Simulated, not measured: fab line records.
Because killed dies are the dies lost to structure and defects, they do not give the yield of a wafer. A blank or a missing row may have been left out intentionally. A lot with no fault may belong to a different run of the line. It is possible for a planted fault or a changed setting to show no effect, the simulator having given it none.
Lot-split experiment | flow n5 finfet | 21 wafers read across 7 lots, on a route 1938 steps long

## THE SPLIT ITSELF
At N5_FIN_CUT_COAT_29 (time 60 s, resist thk 10 nm), the setting spin rpm was moved away from the recipe's 1500 rpm on 6 of the 21 wafers read, by -8.6% to +5.5%. All remaining wafers had this setting at the recipe value.

## FROM THE SPLIT TO THE READING: what the file shows between them, 4 steps
- N5_FIN_CUT_COAT_02: resist thk 30 nm
- N5_FIN_CUT_EBR_04
- N5_FIN_CUT_DESCUM_13: chemistry O2, time 7 s
- N5_FIN_CUT_ETCH_30: etches underlayer in N2/H2, target depth 13 nm, time 10.4 s

## THE READING
underlayer_of_FIN_CUT_COAT_29.thk nm (the simulator's own value, which no gauge read), in nm, at N5_FIN_CUT_ETCH_20 (etches SiARC in CF4, target depth 26 nm, time 43.3 s). The file gives no usual value for it. Average 9.3 nm, standard deviation 0.1 nm, over the 15 wafers here run with the recipe.

wafer  | tool, chamber at the split | spin rpm as run, rpm | against the recipe | underlayer_of_FIN_CUT_COAT_29.thk nm, nm | against lot-mates on the recipe
L074.2 | litho track-05, 0          | 1500                 | recipe             | 9.2                                      | -
L074.4 | litho track-05, 0          | 1500                 | recipe             | 9.4                                      | -
L074.6 | litho track-05, 0          | 1583                 | +5.5%              | 9                                        | -0.3
L075.1 | litho track-05, 0          | 1500                 | recipe             | 9.2                                      | -
L075.4 | litho track-05, 0          | 1371                 | -8.6%              | 9.8                                      | +0.6
L075.5 | litho track-05, 0          | 1371                 | -8.6%              | 9.8                                      | +0.6
L078.1 | litho track-03, 0          | 1500                 | recipe             | 9.4                                      | -
L078.3 | litho track-03, 0          | 1500                 | recipe             | 9.4                                      | -
L078.6 | litho track-03, 0          | 1500                 | recipe             | 9.4                                      | -
L089.1 | litho track-03, 0          | 1500                 | recipe             | 9.2                                      | -
L089.3 | litho track-03, 0          | 1500                 | recipe             | 9.2                                      | -
L089.4 | litho track-03, 0          | 1500                 | recipe             | 9.2                                      | -
L090.4 | litho track-03, 0          | 1500                 | recipe             | 9.4                                      | -
L090.5 | litho track-03, 0          | 1500                 | recipe             | 9.4                                      | -
L090.6 | litho track-03, 0          | 1387                 | -7.5%              | 9.8                                      | +0.4
L091.2 | litho track-03, 0          | 1500                 | recipe             | 9.4                                      | -
L091.3 | litho track-03, 0          | 1500                 | recipe             | 9.4                                      | -
L091.4 | litho track-03, 0          | 1566                 | +4.4%              | 9                                        | -0.4
L096.1 | litho track-02, 0          | 1500                 | recipe             | 9.2                                      | -
L096.3 | litho track-02, 0          | 1500                 | recipe             | 9.2                                      | -
L096.5 | litho track-02, 0          | 1552                 | +3.5%              | 9                                        | -0.2

FIT RESULTS
A straight line over all 21 wafers: underlayer_of_FIN_CUT_COAT_29.thk nm changes by -0.0614 nm for each +1% of spin rpm; r = -0.93; the points scatter about the line by 0.093 nm.
The same after taking each lot's own level away (the mean of its wafers on the recipe; 21 wafers): -0.0655 nm for each +1%; r = -0.98; scatter 0.051 nm.
Per that fit: largest spin rpm move, reading shift of 0.56 nm.
The span of the lots' own levels, 9.20 to 9.40 nm, comes to 2.0 times the standard deviation stated above.
The two slopes agree, so the slope changes little with the lot-to-lot level.
Check: with one of the wafers moved furthest among these (-8.6%) left out of the fit, the line predicts +0.545 nm for it against its lot-mates. It came out at +0.6 nm against them.

## THE WHOLE CHAIN: every reading that the file lists as answering this split, in the file's order
step               | what it does                                                | reading                                                                               | change (the file's fit)                | r (the file's)
N5_FIN_CUT_COAT_29 | time 60 s, resist thk 10 nm                                 | underlayer_of_FIN_CUT_COAT_29.thk nm (the simulator's own value, which no gauge read) | -0.0474 nm for each +1% of the setting | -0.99
N5_FIN_CUT_ETCH_30 | etches underlayer in N2/H2, target depth 13 nm, time 10.4 s | etch.depth nm (the simulator's own value, which no gauge read)                        | -0.0537 nm for each +1% of the setting | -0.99
N5_FIN_CUT_ETCH_30 | etches underlayer in N2/H2, target depth 13 nm, time 10.4 s | CAR-EUV_of_FIN_CUT_COAT_02.thk nm (the simulator's own value, which no gauge read)    | +0.0628 nm for each +1% of the setting | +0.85
N5_FIN_CUT_ETCH_20 | etches SiARC in CF4, target depth 26 nm, time 43.3 s        | underlayer_of_FIN_CUT_COAT_29.thk nm (the simulator's own value, which no gauge read) | -0.0638 nm for each +1% of the setting | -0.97

## THE FILE'S OWN FIT
underlayer_of_FIN_CUT_COAT_29.thk nm changes by -0.0638 nm for each +1% of spin rpm, r = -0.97.
